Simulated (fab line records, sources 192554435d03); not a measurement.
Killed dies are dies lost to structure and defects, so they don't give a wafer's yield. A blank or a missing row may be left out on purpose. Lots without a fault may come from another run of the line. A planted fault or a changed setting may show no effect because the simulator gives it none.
fab line records | flow n5_finfet | part 2 of 2: steps 4 to 6 of 6
record lots=24 wafers=72 last_day=18
route steps=1938 shown HKMG_FIN@462 GATE_CUT@470
lots that met no fault: from a run of the same line without faults
start_h: hours from the record's first day to the start of the lot's first wafer shown | wait_h: hours since the lot's step before | " the same as in the row above | L1.1+2: a row that stands for several wafers | - no value, or no start given | * or withheld: withheld | < > ~ a bound
route shown NAME@n: a module of which the file shows steps, and the number in the route of the first | usual: mean/standard deviation of fault-free wafers | same: alike in all rows | chamber/n: place in a boat | sites: the reading at each site | _std_site: their standard deviation | _edge_site: outer sites' mean less inner sites' | radius_mm: how far each site lies from the wafer's centre | mask NAME#n: copy n | behind: the tool/chamber that last shaped the wafer | hold: why the lot was held/for how many hours/how that ended | device: the transistor (n, p or np) that didn't switch | end of line: the same wafers' tests at the end of the route | a step without rows: its recipe alone | killed: dies lost to structure and defects at the first sort, not the wafer's yield | map: a wafer's dies, x killed, . not, _ none there
set.NAME: the setting as run; set.NAME@STEP: as run at that earlier step | model.NAME: the simulator's own value behind a step, which no gauge read
steps of the route over a sample of lots; a table a step, a row a wafer
services: from which hour (start_h, from the record's first day; less than 0 if before it) a tool's chamber was out of use, for how many hours, and why
## steps
# step N5_GATE_CUT_ETCH_47
# recipe chemistry=Cl2/BCl3 target=SiO2 target_depth_a=100 pressure_mtorr=10 icp_w=1000 bias_w=126 Cl2_flow_sccm=53.25 bcl3_flow_sccm=21.75 Ar_flow_sccm=25
# usual drypump_motor_current_A=5.8/0.41 oes_product_au=0.76/0.076 throttle_valve_pct=22.61/0.15
# columns lot.wafer tool chamber start_h wait_h drypump_motor_current_A oes_product_au rf_hours_counter_h throttle_valve_pct
L074.2 rie_metal-03 1 84.51 0.0 5.8 0.74 57 22.72
L074.3 " 0 " " 5.4 0.75 - 22.79
L074.4 " 1 " " 5.8 0.74 - 22.71
L075.1 rie_metal-01 0 93.87 0.0 6.0 0.70 79 22.55
L075.2 " 1 " " 6.6 0.79 29 22.32
L075.5 " 0 " " 6.0 0.70 - 22.56
L076.2 rie_metal-01 1 100.97 0.0 6.5 0.79 30 22.31
L076.4 " 0 " " 6.0 0.68 - 22.57
L076.5 " 0 " " 6.0 0.69 - 22.57
L077.3 rie_metal-03 1 103.39 0.0 5.8 0.73 - 22.72
L077.5 " 0 " " 5.4 0.75 - 22.77
L077.6 " 1 " " 5.8 0.74 - 22.71
L078.1 rie_metal-03 0 111.18 0.0 5.4 0.74 55 22.79
L078.4 " 1 " " 5.8 0.73 - 22.70
L078.5 " 1 " " 5.7 0.74 - 22.72
L079.1 rie_metal-02 1 114.05 0.1 6.0 0.75 50 22.60
L079.3 " 1 " " 6.0 0.76 - 22.59
L079.5 " 1 " " 6.0 0.76 - 22.60
L080.2 rie_metal-03 1 126.14 0.0 5.8 0.73 61 22.71
L080.5 " 0 " " 5.4 0.75 - 22.79
L080.6 " 1 " " 5.8 0.73 - 22.73
L081.1 rie_metal-01 1 127.73 0.0 6.5 0.79 31 22.31
L081.2 " 0 " " 6.0 0.69 81 22.55
L081.3 " 0 " " 6.0 0.69 - 22.57
L082.1 rie_metal-03 0 135.03 0.0 5.4 0.74 57 22.79
L082.3 " 1 " " 5.8 0.73 - 22.73
L082.5 " 1 " " 5.8 0.73 - 22.73
L084.1 rie_metal-03 0 144.16 0.0 5.4 0.74 58 22.79
L084.3 " 1 " " 5.8 0.73 - 22.73
L084.6 " 1 " " 5.8 0.73 - 22.73
L083.2 rie_metal-01 0 146.35 0.0 6.0 0.68 84 22.56
L083.5 " 1 " " 6.6 0.77 - 22.32
L083.6 " 0 " " 6.0 0.68 - 22.57
L085.2 rie_metal-02 1 154.14 0.0 6.0 0.74 56 22.60
L085.5 " 0 " " 5.2 0.99 - 22.48
L085.6 " 1 " " 6.0 0.74 - 22.60
L086.3 rie_metal-03 0 156.49 0.0 5.4 0.73 - 22.79
L086.4 " 1 " " 5.8 0.72 - 22.73
L086.5 " 1 " " 5.8 0.72 - 22.74
L087.1 rie_metal-03 1 162.42 0.0 5.7 0.73 65 22.74
L087.4 " 1 " " 5.8 0.72 - 22.74
L087.5 " 0 " " 5.4 0.73 - 22.81
L088.2 rie_metal-02 0 165.36 0.0 5.3 0.96 2 22.48
L088.3 " 1 " " 6.0 0.74 - 22.62
L088.5 " 0 " " 5.3 0.96 - 22.47
L089.1 rie_metal-02 0 176.86 0.0 5.2 0.94 3 22.48
L089.2 " 1 " " 6.0 0.74 59 22.63
L089.4 " 0 " " 5.2 0.94 - 22.48
L090.1 rie_metal-01 1 179.29 0.0 6.6 0.77 36 22.33
L090.2 " 0 " " 6.0 0.68 86 22.59
L090.3 " 0 " " 6.0 0.68 - 22.57
L091.3 rie_metal-02 0 187.01 0.0 5.2 0.93 - 22.48
L091.4 " 1 " " 6.0 0.73 - 22.61
L091.6 " 1 " " 6.0 0.73 - 22.62
L092.4 rie_metal-03 1 196.56 0.0 5.8 0.71 - 22.74
L092.5 " 0 " " 5.3 0.72 - 22.79
L092.6 " 1 " " 5.8 0.71 - 22.72
L093.1 rie_metal-01 1 197.89 0.0 6.6 0.77 39 22.34
L093.4 " 0 " " 6.0 0.68 - 22.56
L093.6 " 1 " " 6.5 0.76 - 22.34
L094.1 rie_metal-03 0 204.06 0.0 5.3 0.72 63 22.80
L094.2 " 1 " " 5.7 0.71 68 22.74
L094.3 " 1 " " 5.8 0.71 - 22.75
L095.1 rie_metal-02 1 211.56 0.0 6.0 0.73 61 22.62
L095.2 " 0 " " 5.3 0.91 8 22.49
L095.3 " 1 " " 6.0 0.73 - 22.61
L096.1 rie_metal-02 1 215.46 0.0 6.0 0.73 62 22.62
L096.3 " 0 " " 5.2 0.90 - 22.49
L096.4 " 1 " " 6.0 0.73 - 22.63
L097.1 rie_metal-02 0 223.27 0.0 5.2 0.91 9 22.49
L097.3 " 0 " " 5.2 0.90 - 22.49
L097.6 " 1 " " 6.0 0.73 - 22.63
# step N5_GATE_CUT_VAPOR_ETCH_48
# recipe chemistry=BCl3/Cl2 target=TiN mode=isotropic
# usual drypump_motor_current_A=5.8/0.41 oes_product_au=0.76/0.078
# columns lot.wafer tool chamber start_h wait_h drypump_motor_current_A oes_product_au
L074.2 rie_metal-03 1 84.54 0.0 5.8 0.74
L074.3 " 0 " " 5.3 0.75
L074.4 " 1 " " 5.8 0.74
L075.1 rie_metal-01 0 93.90 0.0 6.0 0.69
L075.2 " 1 " " 6.5 0.80
L075.5 " 0 " " 6.0 0.69
L076.2 rie_metal-01 1 101.00 0.0 6.5 0.79
L076.4 " 0 " " 6.0 0.69
L076.5 " 0 " " 6.0 0.68
L077.3 rie_metal-03 1 103.42 0.0 5.8 0.73
L077.5 " 0 " " 5.3 0.75
L077.6 " 1 " " 5.8 0.74
L078.1 rie_metal-03 0 111.21 0.0 5.4 0.74
L078.4 " 1 " " 5.8 0.74
L078.5 " 1 " " 5.8 0.74
L079.1 rie_metal-02 1 114.11 0.1 6.0 0.76
L079.3 " 1 " " 6.0 0.76
L079.5 " 1 " " 6.0 0.76
L080.2 rie_metal-03 1 126.17 0.0 5.8 0.74
L080.5 " 0 " " 5.3 0.74
L080.6 " 1 " " 5.8 0.73
L081.1 rie_metal-01 1 127.76 0.0 6.6 0.78
L081.2 " 0 " " 6.0 0.69
L081.3 " 0 " " 6.0 0.69
L082.1 rie_metal-03 0 135.06 0.0 5.4 0.74
L082.3 " 1 " " 5.8 0.73
L082.5 " 1 " " 5.8 0.74
L084.1 rie_metal-03 0 144.19 0.0 5.4 0.73
L084.3 " 1 " " 5.7 0.73
L084.6 " 1 " " 5.8 0.74
L083.2 rie_metal-01 0 146.38 0.0 6.0 0.68
L083.5 " 1 " " 6.6 0.77
L083.6 " 0 " " 6.0 0.69
L085.2 rie_metal-02 1 154.17 0.0 6.0 0.74
L085.5 " 0 " " 5.2 0.99
L085.6 " 1 " " 6.0 0.75
L086.3 rie_metal-03 0 156.52 0.0 5.4 0.73
L086.4 " 1 " " 5.8 0.72
L086.5 " 1 " " 5.8 0.72
L087.1 rie_metal-03 1 162.45 0.0 5.8 0.72
L087.4 " 1 " " 5.8 0.72
L087.5 " 0 " " 5.4 0.73
L088.2 rie_metal-02 0 165.39 0.0 5.2 0.97
L088.3 " 1 " " 6.0 0.75
L088.5 " 0 " " 5.2 0.96
L089.1 rie_metal-02 0 176.89 0.0 5.2 0.95
L089.2 " 1 " " 6.0 0.74
L089.4 " 0 " " 5.2 0.95
L090.1 rie_metal-01 1 179.32 0.0 6.5 0.78
L090.2 " 0 " " 6.0 0.68
L090.3 " 0 " " 6.0 0.68
L091.3 rie_metal-02 0 187.04 0.0 5.2 0.95
L091.4 " 1 " " 6.0 0.74
L091.6 " 1 " " 6.0 0.73
L092.4 rie_metal-03 1 196.59 0.0 5.8 0.72
L092.5 " 0 " " 5.3 0.72
L092.6 " 1 " " 5.8 0.72
L093.1 rie_metal-01 1 197.92 0.0 6.6 0.76
L093.4 " 0 " " 6.0 0.68
L093.6 " 1 " " 6.6 0.76
L094.1 rie_metal-03 0 204.09 0.0 5.4 0.71
L094.2 " 1 " " 5.7 0.72
L094.3 " 1 " " 5.8 0.72
L095.1 rie_metal-02 1 211.59 0.0 6.0 0.74
L095.2 " 0 " " 5.2 0.92
L095.3 " 1 " " 6.0 0.73
L096.1 rie_metal-02 1 215.49 0.0 6.0 0.73
L096.3 " 0 " " 5.2 0.91
L096.4 " 1 " " 6.0 0.73
L097.1 rie_metal-02 0 223.30 0.0 5.2 0.91
L097.3 " 0 " " 5.3 0.92
L097.6 " 1 " " 6.0 0.74
# step N5_GATE_CUT_STRIP_21
# recipe chemistry=N2/H2 time_s=30 power_w=1000 temp_c=250 pressure_mtorr=withheld n2_flow_sccm=1750 h2_flow_sccm=3250
# usual drypump_motor_current_A=5.9/0.47 heater_power_w=322/31
# columns lot.wafer tool chamber start_h wait_h drypump_motor_current_A heater_power_w rf_hours_counter_h
L074.2 plasma_asher-01 0 84.65 0.0 6.6 283 34
L074.3 " 0 " " 6.6 280 -
L074.4 " 1 " " 5.8 324 -
L075.1 plasma_asher-02 0 94.06 0.1 5.9 320 95
L075.2 " 1 " " 5.3 363 95
L075.5 " 0 " " 5.9 331 -
L076.2 plasma_asher-01 1 101.11 0.0 5.8 336 36
L076.4 " 1 " " 5.8 330 -
L076.5 " 1 " " 5.8 327 -
L077.3 plasma_asher-02 1 103.54 0.1 5.3 363 -
L077.5 " 1 " " 5.3 361 -
L077.6 " 0 " " 5.9 316 -
L078.1 plasma_asher-01 1 111.32 0.0 5.8 330 38
L078.4 " 1 " " 5.8 333 -
L078.5 " 0 " " 6.6 283 -
L079.1 plasma_asher-01 1 114.31 0.1 5.8 323 38
L079.3 " 1 " " 5.8 338 -
L079.5 " 1 " " 5.8 328 -
L080.2 plasma_asher-02 0 126.28 0.0 5.9 320 103
L080.5 " 0 " " 5.9 314 -
L080.6 " 1 " " 5.3 356 -
L081.1 plasma_asher-02 1 127.88 0.0 5.3 372 103
L081.2 " 0 " " 5.9 319 103
L081.3 " 0 " " 5.9 329 -
L082.1 plasma_asher-01 1 135.17 0.0 5.8 326 42
L082.3 " 0 " " 6.6 284 -
L082.5 " 1 " " 5.8 341 -
L084.1 plasma_asher-01 0 144.30 0.0 6.6 289 44
L084.3 " 0 " " 6.6 278 -
L084.6 " 1 " " 5.8 329 -
L083.2 plasma_asher-01 0 146.49 0.0 6.6 285 45
L083.5 " 1 " " 5.8 328 -
L083.6 " 0 " " 6.6 283 -
L085.2 plasma_asher-01 1 154.28 0.0 5.8 312 47
L085.5 " 0 " " 6.6 284 -
L085.6 " 1 " " 5.8 332 -
L086.3 plasma_asher-01 0 156.66 0.1 6.6 282 -
L086.4 " 1 " " 5.8 334 -
L086.5 " 1 " " 5.8 326 -
L087.1 plasma_asher-01 0 162.56 0.0 6.6 284 49
L087.4 " 0 " " 6.6 271 -
L087.5 " 1 " " 5.8 336 -
L088.2 plasma_asher-02 1 165.50 0.0 5.3 363 110
L088.3 " 0 " " 5.9 321 -
L088.5 " 1 " " 5.3 367 -
L089.1 plasma_asher-02 1 177.00 0.0 5.3 376 113
L089.2 " 0 " " 5.9 323 113
L089.4 " 0 " " 5.9 322 -
L090.1 plasma_asher-02 0 179.43 0.0 5.9 327 113
L090.2 " 1 " " 5.3 374 113
L090.3 " 1 " " 5.3 364 -
L091.3 plasma_asher-01 0 187.16 0.1 6.6 272 -
L091.4 " 1 " " 5.7 324 -
L091.6 " 1 " " 5.7 331 -
L092.4 plasma_asher-01 1 196.71 0.1 5.8 323 -
L092.5 " 1 " " 5.8 333 -
L092.6 " 0 " " 6.6 277 -
L093.1 plasma_asher-01 0 198.03 0.0 6.6 286 56
L093.4 " 1 " " 5.8 323 -
L093.6 " 0 " " 6.6 270 -
L094.1 plasma_asher-02 1 204.20 0.0 5.3 362 118
L094.2 " 0 " " 5.9 332 118
L094.3 " 0 " " 5.9 330 -
L095.1 plasma_asher-02 0 211.70 0.0 5.9 315 119
L095.2 " 1 " " 5.3 365 119
L095.3 " 1 " " 5.3 373 -
L096.1 plasma_asher-02 1 215.60 0.0 5.3 365 120
L096.3 " 1 " " 5.3 361 -
L096.4 " 0 " " 5.9 324 -
L097.1 plasma_asher-01 1 223.41 0.0 5.8 336 61
L097.3 " 1 " " 5.8 327 -
L097.6 " 0 " " 6.6 280 -
## services
# columns tool chamber start_h hours kind
rie_diel-03 - 57.84 2.8 pm
cmp-04 - 64.33 2.2 repair
rie_diel-03 3 69.26 7.2 repair
cmp-04 - 76.62 3.1 repair
cmp-01 - 84.26 1.0 repair
rie_diel-04 - 86.96 1.0 repair
plasma_asher-01 - 89.33 6.2 repair
rie_diel-05 2 91.74 2.1 repair
rie_metal-02 0 110.98 - clean
rie_metal-02 0 110.98 25.0 scheduled_down
rie_metal-02 0 110.98 25.0 vent_cycle
cmp-01 - 115.10 4.0 pm
cmp-02 - 117.19 3.8 repair
cmp-01 - 132.38 17.3 repair
rie_diel-04 3 158.32 14.6 repair
rie_diel-03 2 166.17 6.7 repair
cmp-02 - 172.36 4.9 pm
rie_diel-04 3 193.36 5.3 repair
cmp-02 - 194.36 2.7 repair
cmp-04 - 194.47 1.4 repair
rie_metal-02 1 203.98 7.3 repair
rie_diel-04 3 210.71 1.6 repair
cmp-02 - 218.33 5.7 pm
cmp-04 - 220.43 0.9 repair
